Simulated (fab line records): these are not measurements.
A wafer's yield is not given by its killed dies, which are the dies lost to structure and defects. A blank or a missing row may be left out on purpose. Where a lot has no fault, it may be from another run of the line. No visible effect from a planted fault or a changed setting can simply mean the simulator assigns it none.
Which tool was responsible? / flow nandHarc / Sampling: 24 lots, 72 wafers, 6 of 1302 route steps

== WHAT EACH GAUGE READ, for each wafer ==
NHARC_A_BONDPAD_THK_MEAS_20: measures by xrf. Usual: thkNm at 169.5 nm, with a standard deviation of 1.5.
lot=L075; measured=day 23 06:02; on=filmMetro-02; thkNm (nm)=168.2 167.2 170.3; flag=
lot=L074; measured=day 23 12:26; on=filmMetro-02; thkNm (nm)=168.5 171.6 167.7; flag=
lot=L076; measured=day 23 20:38; on=filmMetro-02; thkNm (nm)=166.9 172.4 167.3; flag=
lot=L078; measured=day 24 10:13; on=filmMetro-01; thkNm (nm)=169.5 167.9 167.3; flag=
lot=L077; measured=day 24 12:25; on=filmMetro-01; thkNm (nm)=170.5 171.1 171.6; flag=
lot=L080; measured=day 25 06:49; on=filmMetro-02; thkNm (nm)=169.0 169.6 169.4; flag=
lot=L079; measured=day 25 07:56; on=filmMetro-01; thkNm (nm)=169.7 168.5 169.1; flag=
lot=L081; measured=day 25 17:55; on=filmMetro-01; thkNm (nm)=169.0 170.8 172.3; flag=
lot=L082; measured=day 26 20:23; on=filmMetro-01; thkNm (nm)=170.5 171.7 169.5; flag=
lot=L083; measured=day 27 09:29; on=filmMetro-02; thkNm (nm)=168.9 171.0 170.7; flag=
lot=L084; measured=day 27 13:23; on=filmMetro-02; thkNm (nm)=170.6 171.0 167.7; flag=
lot=L086; measured=day 27 15:21; on=filmMetro-02; thkNm (nm)=170.1 169.1 170.6; flag=
lot=L085; measured=day 28 00:48; on=filmMetro-02; thkNm (nm)=168.5 168.3 168.9; flag=
lot=L088; measured=day 28 20:45; on=filmMetro-01; thkNm (nm)=171.2 170.2 171.5; flag=
lot=L087; measured=day 28 22:41; on=filmMetro-01; thkNm (nm)=167.0 168.2 171.5; flag=
lot=L089; measured=day 29 02:39; on=filmMetro-01; thkNm (nm)=171.1 170.1 170.0; flag=
lot=L090; measured=day 29 14:16; on=filmMetro-02; thkNm (nm)=169.2 171.2 167.6; flag=
lot=L091; measured=day 29 22:35; on=filmMetro-02; thkNm (nm)=170.4 169.3 169.9; flag=
lot=L094; measured=day 30 22:36; on=filmMetro-01; thkNm (nm)=169.0 169.3 167.6; flag=
lot=L092; measured=day 31 02:47; on=filmMetro-01; thkNm (nm)=169.4 168.3 168.3; flag=
lot=L093; measured=day 31 06:18; on=filmMetro-01; thkNm (nm)=170.6 166.3 166.8; flag=
lot=L096; measured=day 31 19:13; on=filmMetro-01; thkNm (nm)=168.4 167.7 167.4; flag=
lot=L095; measured=day 31 22:11; on=filmMetro-01; thkNm (nm)=167.1 170.6 168.2; flag=
lot=L097; measured=day 33 05:23; on=filmMetro-02; thkNm (nm)=170.3 169.7 168.8; flag=

NHARC_A_BONDPAD_INSPECT_23. Usual: rawDefectCount at 537, with a standard deviation of 110.
lot=L075; measured=day 23 06:18; on=defectInspect-01; rawDefectCount=548 669 463; flag=
lot=L074; measured=day 23 12:42; on=defectInspect-02; rawDefectCount=584 546 445; flag=
lot=L076; measured=day 23 20:50; on=defectInspect-01; rawDefectCount=369 409 465; flag=
lot=L078; measured=day 24 10:26; on=defectInspect-02; rawDefectCount=583 884 538; flag=
lot=L077; measured=day 24 12:37; on=defectInspect-01; rawDefectCount=410 574 482; flag=
lot=L080; measured=day 25 07:03; on=defectInspect-01; rawDefectCount=503 501 435; flag=
lot=L079; measured=day 25 08:08; on=defectInspect-02; rawDefectCount=539 617 458; flag=
lot=L081; measured=day 25 18:08; on=defectInspect-01; rawDefectCount=694 588 703; flag=
lot=L082; measured=day 26 20:35; on=defectInspect-02; rawDefectCount=764 472 681; flag=
lot=L083; measured=day 27 09:41; on=defectInspect-02; rawDefectCount=465 455 563; flag=
lot=L084; measured=day 27 13:36; on=defectInspect-01; rawDefectCount=572 444 512; flag=
lot=L086; measured=day 27 15:33; on=defectInspect-02; rawDefectCount=381 442 604; flag=
lot=L085; measured=day 28 01:02; on=defectInspect-01; rawDefectCount=561 497 495; flag=
lot=L088; measured=day 28 20:59; on=defectInspect-02; rawDefectCount=398 396 644; flag=
lot=L087; measured=day 28 22:55; on=defectInspect-02; rawDefectCount=513 515 414; flag=
lot=L089; measured=day 29 02:53; on=defectInspect-01; rawDefectCount=764 573 502; flag=
lot=L090; measured=day 29 14:31; on=defectInspect-02; rawDefectCount=633 584 469; flag=
lot=L091; measured=day 29 22:47; on=defectInspect-01; rawDefectCount=447 508 589; flag=
lot=L094; measured=day 30 22:49; on=defectInspect-01; rawDefectCount=470 454 808; flag=
lot=L092; measured=day 31 02:59; on=defectInspect-02; rawDefectCount=584 554 609; flag=
lot=L093; measured=day 31 06:32; on=defectInspect-01; rawDefectCount=439 506 543; flag=
lot=L096; measured=day 31 19:26; on=defectInspect-01; rawDefectCount=507 737 752; flag=
lot=L095; measured=day 31 22:26; on=defectInspect-01; rawDefectCount=470 450 528; flag=
lot=L097; measured=day 33 05:35; on=defectInspect-02; rawDefectCount=530 501 492; flag=

== WHICH TOOL RAN EACH LOT (tool, then ch and the chambers of the sampled wafers, then the start) ==
lot=L075; NHARC_A_CONTACT_ETCH_137=harCapEtch-03 ch 0,1, day 22 10:22; NHARC_A_CONTACT_ETCH_139=harCapEtch-03 ch 0,1, day 22 10:54; NHARC_A_M0_PVD_20=pvdSputter-01, day 23 00:43 or earlier; NHARC_A_M1_ANNEAL_31=rtpAnneal-01 ch 0, day 23 00:43
lot=L074; NHARC_A_CONTACT_ETCH_137=harCapEtch-02 ch 0,1, day 22 16:06; NHARC_A_CONTACT_ETCH_139=harCapEtch-02 ch 0,1, day 22 16:38; NHARC_A_M0_PVD_20=pvdSputter-02, day 23 06:59 or earlier; NHARC_A_M1_ANNEAL_31=rtpAnneal-01 ch 0, day 23 06:59
lot=L076; NHARC_A_CONTACT_ETCH_137=harCapEtch-01 ch 0,1, day 23 00:26; NHARC_A_CONTACT_ETCH_139=harCapEtch-01 ch 0,1, day 23 00:58; NHARC_A_M0_PVD_20=pvdSputter-02, day 23 15:19 or earlier; NHARC_A_M1_ANNEAL_31=rtpAnneal-02 ch 0, day 23 15:19
lot=L078; NHARC_A_CONTACT_ETCH_137=harCapEtch-03 ch 0,1, day 23 14:42; NHARC_A_CONTACT_ETCH_139=harCapEtch-03 ch 0,1, day 23 15:14; NHARC_A_M0_PVD_20=pvdSputter-01, day 24 05:10 or earlier; NHARC_A_M1_ANNEAL_31=rtpAnneal-01 ch 0, day 24 05:10
lot=L077; NHARC_A_CONTACT_ETCH_137=harCapEtch-03 ch 0,1, day 23 16:27; NHARC_A_CONTACT_ETCH_139=harCapEtch-03 ch 0,1, day 23 17:00; NHARC_A_M0_PVD_20=pvdSputter-01, day 24 07:02 or earlier; NHARC_A_M1_ANNEAL_31=rtpAnneal-01 ch 0, day 24 07:02
lot=L080; NHARC_A_CONTACT_ETCH_137=harCapEtch-01 ch 0,1, day 24 11:03; NHARC_A_CONTACT_ETCH_139=harCapEtch-01 ch 0,1, day 24 11:35; NHARC_A_M0_PVD_20=pvdSputter-03, day 25 01:37 or earlier; NHARC_A_M1_ANNEAL_31=rtpAnneal-01 ch 0, day 25 01:37
lot=L079; NHARC_A_CONTACT_ETCH_137=harCapEtch-03 ch 0,1, day 24 11:16; NHARC_A_CONTACT_ETCH_139=harCapEtch-03 ch 0,1, day 24 11:49; NHARC_A_M0_PVD_20=pvdSputter-02, day 25 02:41 or earlier; NHARC_A_M1_ANNEAL_31=rtpAnneal-02 ch 0, day 25 02:41
lot=L081; NHARC_A_CONTACT_ETCH_137=harCapEtch-01 ch 0,1, day 24 22:12; NHARC_A_CONTACT_ETCH_139=harCapEtch-01 ch 0,1, day 24 22:44; NHARC_A_M0_PVD_20=pvdSputter-03, day 25 12:36 or earlier; NHARC_A_M1_ANNEAL_31=rtpAnneal-01 ch 0, day 25 12:36
lot=L082; NHARC_A_CONTACT_ETCH_137=harCapEtch-01 ch 0,1, day 26 00:53; NHARC_A_CONTACT_ETCH_139=harCapEtch-01 ch 0,1, day 26 01:25; NHARC_A_M0_PVD_20=pvdSputter-02, day 26 14:56 or earlier; NHARC_A_M1_ANNEAL_31=rtpAnneal-01 ch 0, day 26 14:56
lot=L083; NHARC_A_CONTACT_ETCH_137=harCapEtch-02 ch 0,1, day 26 13:44; NHARC_A_CONTACT_ETCH_139=harCapEtch-02 ch 0,1, day 26 14:17; NHARC_A_M0_PVD_20=pvdSputter-03, day 27 04:14 or earlier; NHARC_A_M1_ANNEAL_31=rtpAnneal-02 ch 0, day 27 04:14
lot=L084; NHARC_A_CONTACT_ETCH_137=harCapEtch-01 ch 0,1, day 26 16:24; NHARC_A_CONTACT_ETCH_139=harCapEtch-01 ch 0,1, day 26 16:57; NHARC_A_M0_PVD_20=pvdSputter-01, day 27 07:34 or earlier; NHARC_A_M1_ANNEAL_31=rtpAnneal-01 ch 0, day 27 07:34
lot=L086; NHARC_A_CONTACT_ETCH_137=harCapEtch-03 ch 0,1, day 26 19:13; NHARC_A_CONTACT_ETCH_139=harCapEtch-03 ch 0,1, day 26 19:46; NHARC_A_M0_PVD_20=pvdSputter-02, day 27 09:52 or earlier; NHARC_A_M1_ANNEAL_31=rtpAnneal-01 ch 0, day 27 09:52
lot=L085; NHARC_A_CONTACT_ETCH_137=harCapEtch-02 ch 0,1, day 27 05:05; NHARC_A_CONTACT_ETCH_139=harCapEtch-02 ch 0,1, day 27 05:38; NHARC_A_M0_PVD_20=pvdSputter-01, day 27 19:28 or earlier; NHARC_A_M1_ANNEAL_31=rtpAnneal-02 ch 0, day 27 19:28
lot=L088; NHARC_A_CONTACT_ETCH_137=harCapEtch-03 ch 0,1, day 28 01:16; NHARC_A_CONTACT_ETCH_139=harCapEtch-03 ch 0,1, day 28 01:49; NHARC_A_M0_PVD_20=pvdSputter-01, day 28 15:25 or earlier; NHARC_A_M1_ANNEAL_31=rtpAnneal-01 ch 0, day 28 15:25
lot=L087; NHARC_A_CONTACT_ETCH_137=harCapEtch-01 ch 0,1, day 28 03:11; NHARC_A_CONTACT_ETCH_139=harCapEtch-01 ch 0,1, day 28 03:44; NHARC_A_M0_PVD_20=pvdSputter-02, day 28 17:24 or earlier; NHARC_A_M1_ANNEAL_31=rtpAnneal-02 ch 0, day 28 17:24
lot=L089; NHARC_A_CONTACT_ETCH_137=harCapEtch-02 ch 0,1, day 28 06:49; NHARC_A_CONTACT_ETCH_139=harCapEtch-02 ch 0,1, day 28 07:22; NHARC_A_M0_PVD_20=pvdSputter-03, day 28 21:23 or earlier; NHARC_A_M1_ANNEAL_31=rtpAnneal-01 ch 0, day 28 21:23
lot=L090; NHARC_A_CONTACT_ETCH_137=harCapEtch-03 ch 0, day 28 18:37; NHARC_A_CONTACT_ETCH_139=harCapEtch-03 ch 0, day 28 19:10; NHARC_A_M0_PVD_20=pvdSputter-01, day 29 08:53 or earlier; NHARC_A_M1_ANNEAL_31=rtpAnneal-01 ch 0, day 29 08:53
lot=L091; NHARC_A_CONTACT_ETCH_137=harCapEtch-01 ch 0,1, day 29 02:57; NHARC_A_CONTACT_ETCH_139=harCapEtch-01 ch 0,1, day 29 03:30; NHARC_A_M0_PVD_20=pvdSputter-03, day 29 17:19 or earlier; NHARC_A_M1_ANNEAL_31=rtpAnneal-01 ch 0, day 29 17:19
lot=L094; NHARC_A_CONTACT_ETCH_137=harCapEtch-02 ch 0,1, day 30 03:11; NHARC_A_CONTACT_ETCH_139=harCapEtch-02 ch 0,1, day 30 03:44; NHARC_A_M0_PVD_20=pvdSputter-01, day 30 17:25 or earlier; NHARC_A_M1_ANNEAL_31=rtpAnneal-02 ch 0, day 30 17:25
lot=L092; NHARC_A_CONTACT_ETCH_137=harCapEtch-02 ch 0,1, day 30 06:37; NHARC_A_CONTACT_ETCH_139=harCapEtch-02 ch 0,1, day 30 07:10; NHARC_A_M0_PVD_20=pvdSputter-01, day 30 21:05 or earlier; NHARC_A_M1_ANNEAL_31=rtpAnneal-02 ch 0, day 30 21:05
lot=L093; NHARC_A_CONTACT_ETCH_137=harCapEtch-03 ch 0,1, day 30 10:26; NHARC_A_CONTACT_ETCH_139=harCapEtch-03 ch 0,1, day 30 10:58; NHARC_A_M0_PVD_20=pvdSputter-01, day 31 01:02 or earlier; NHARC_A_M1_ANNEAL_31=rtpAnneal-01 ch 0, day 31 01:02
lot=L096; NHARC_A_CONTACT_ETCH_137=harCapEtch-03 ch 0,1, day 30 23:19; NHARC_A_CONTACT_ETCH_139=harCapEtch-03 ch 0,1, day 30 23:52; NHARC_A_M0_PVD_20=pvdSputter-01, day 31 13:59 or earlier; NHARC_A_M1_ANNEAL_31=rtpAnneal-02 ch 0, day 31 13:59
lot=L095; NHARC_A_CONTACT_ETCH_137=harCapEtch-02 ch 0,1, day 31 02:16; NHARC_A_CONTACT_ETCH_139=harCapEtch-02 ch 0,1, day 31 02:53; NHARC_A_M0_PVD_20=pvdSputter-01, day 31 16:59 or earlier; NHARC_A_M1_ANNEAL_31=rtpAnneal-01 ch 0, day 31 16:59
lot=L097; NHARC_A_CONTACT_ETCH_137=harCapEtch-03 ch 0,1, day 32 09:45; NHARC_A_CONTACT_ETCH_139=harCapEtch-03 ch 0,1, day 32 10:18; NHARC_A_M0_PVD_20=pvdSputter-03, day 33 00:14 or earlier; NHARC_A_M1_ANNEAL_31=rtpAnneal-02 ch 0, day 33 00:14
- NHARC_A_CONTACT_ETCH_137: etches the open film in C4F8/O2/Ar, time 311 s, target depth 1912 nm.
- NHARC_A_CONTACT_ETCH_139: etches the open film in C4F8/O2/Ar, time 195 s, target depth 840 nm.
- NHARC_A_M0_PVD_20: deposits TaN, target thk 5 nm, time 8.06 s.
- NHARC_A_M1_ANNEAL_31: time 90 s.

== AS READ BY THE TOOLS THEMSELVES (means over the sampled wafers that have a number; for cases with no such wafer, the mark the record gives instead) ==
NHARC_A_M0_PVD_20. Usual: substrateTempC 49.99 C, standard deviation 0.1; throttleValvePct 29.3 %, standard deviation 1.
lot=L075; tool=pvdSputter-01; substrateTempC (C)=50.02; throttleValvePct (%)=29.4; flag=
lot=L074; tool=pvdSputter-02; substrateTempC (C)=50.01; throttleValvePct (%)=29.3; flag=
lot=L076; tool=pvdSputter-02; substrateTempC (C)=49.90; throttleValvePct (%)=29.6; flag=
lot=L078; tool=pvdSputter-01; substrateTempC (C)=49.92; throttleValvePct (%)=28.5; flag=
lot=L077; tool=pvdSputter-01; substrateTempC (C)=50.05; throttleValvePct (%)=28.4; flag=
lot=L080; tool=pvdSputter-03; substrateTempC (C)=50.01; throttleValvePct (%)=30.4; flag=
lot=L079; tool=pvdSputter-02; substrateTempC (C)=49.86; throttleValvePct (%)=28.7; flag=
lot=L081; tool=pvdSputter-03; substrateTempC (C)=49.97; throttleValvePct (%)=29.8; flag=
lot=L082; tool=pvdSputter-02; substrateTempC (C)=50.04; throttleValvePct (%)=29.1; flag=
lot=L083; tool=pvdSputter-03; substrateTempC (C)=49.95; throttleValvePct (%)=30.1; flag=
lot=L084; tool=pvdSputter-01; substrateTempC (C)=49.93; throttleValvePct (%)=29.0; flag=
lot=L086; tool=pvdSputter-02; substrateTempC (C)=49.93; throttleValvePct (%)=29.1; flag=
lot=L085; tool=pvdSputter-01; substrateTempC (C)=50.04; throttleValvePct (%)=29.3; flag=
lot=L088; tool=pvdSputter-01; substrateTempC (C)=50.00; throttleValvePct (%)=28.2; flag=
lot=L087; tool=pvdSputter-02; substrateTempC (C)=49.96; throttleValvePct (%)=29.0; flag=
lot=L089; tool=pvdSputter-03; substrateTempC (C)=50.10; throttleValvePct (%)=29.7; flag=
lot=L090; tool=pvdSputter-01; substrateTempC (C)=49.99; throttleValvePct (%)=28.4; flag=
lot=L091; tool=pvdSputter-03; substrateTempC (C)=50.08; throttleValvePct (%)=30.2; flag=
lot=L094; tool=pvdSputter-01; substrateTempC (C)=50.01; throttleValvePct (%)=28.3; flag=
lot=L092; tool=pvdSputter-01; substrateTempC (C)=50.01; throttleValvePct (%)=29.2; flag=
lot=L093; tool=pvdSputter-01; substrateTempC (C)=49.98; throttleValvePct (%)=29.0; flag=
lot=L096; tool=pvdSputter-01; substrateTempC (C)=50.03; throttleValvePct (%)=30.0; flag=
lot=L095; tool=pvdSputter-01; substrateTempC (C)=50.02; throttleValvePct (%)=29.7; flag=
lot=L097; tool=pvdSputter-03; substrateTempC (C)=49.87; throttleValvePct (%)=29.6; flag=

NHARC_A_M1_ANNEAL_31. Usual: wafer_temp_C_max at 226.1, with a standard deviation of 0.31.
lot=L075 tool=rtpAnneal-01 wafer_temp_C_max=226.3 flag=
lot=L074 tool=rtpAnneal-01 wafer_temp_C_max=226.2 flag=
lot=L076 tool=rtpAnneal-02 wafer_temp_C_max=225.9 flag=
lot=L078 tool=rtpAnneal-01 wafer_temp_C_max=226.3 flag=
lot=L077 tool=rtpAnneal-01 wafer_temp_C_max=226.3 flag=
lot=L080 tool=rtpAnneal-01 wafer_temp_C_max=226.4 flag=
lot=L079 tool=rtpAnneal-02 wafer_temp_C_max=225.9 flag=
lot=L081 tool=rtpAnneal-01 wafer_temp_C_max=225.9 flag=
lot=L082 tool=rtpAnneal-01 wafer_temp_C_max=226.3 flag=
lot=L083 tool=rtpAnneal-02 wafer_temp_C_max=225.9 flag=
lot=L084 tool=rtpAnneal-01 wafer_temp_C_max=226.1 flag=
lot=L086 tool=rtpAnneal-01 wafer_temp_C_max=226.3 flag=
lot=L085 tool=rtpAnneal-02 wafer_temp_C_max=225.6 flag=
lot=L088 tool=rtpAnneal-01 wafer_temp_C_max=226.1 flag=
lot=L087 tool=rtpAnneal-02 wafer_temp_C_max=226.0 flag=
lot=L089 tool=rtpAnneal-01 wafer_temp_C_max=226.5 flag=
lot=L090 tool=rtpAnneal-01 wafer_temp_C_max=226.3 flag=
lot=L091 tool=rtpAnneal-01 wafer_temp_C_max=226.0 flag=
lot=L094 tool=rtpAnneal-02 wafer_temp_C_max=226.0 flag=
lot=L092 tool=rtpAnneal-02 wafer_temp_C_max=226.1 flag=
lot=L093 tool=rtpAnneal-01 wafer_temp_C_max=226.2 flag=
lot=L096 tool=rtpAnneal-02 wafer_temp_C_max=225.8 flag=
lot=L095 tool=rtpAnneal-01 wafer_temp_C_max=226.2 flag=
lot=L097 tool=rtpAnneal-02 wafer_temp_C_max=225.5 flag=

== THE ANSWER, worked out from the rows above alone ==
Rule: lot off if the mean of its wafers having a number is beyond 3 standard deviations from the usual mean. Also off: a lot with no number at a reading for which 4 or more lots have one. All remaining lots with rows at the step are treated as sound. After the gauges, taken in route order, come the tools' own readings; for these a lot's mean is taken, as printed above. The first step at which some lot is off is used, and at that step the reading that is off furthest; a lot without a number counts as furthest.
No lot is off on any of the readings shown, so nothing can be concluded from this.

== WHAT THE SIMULATOR PUT IN ==
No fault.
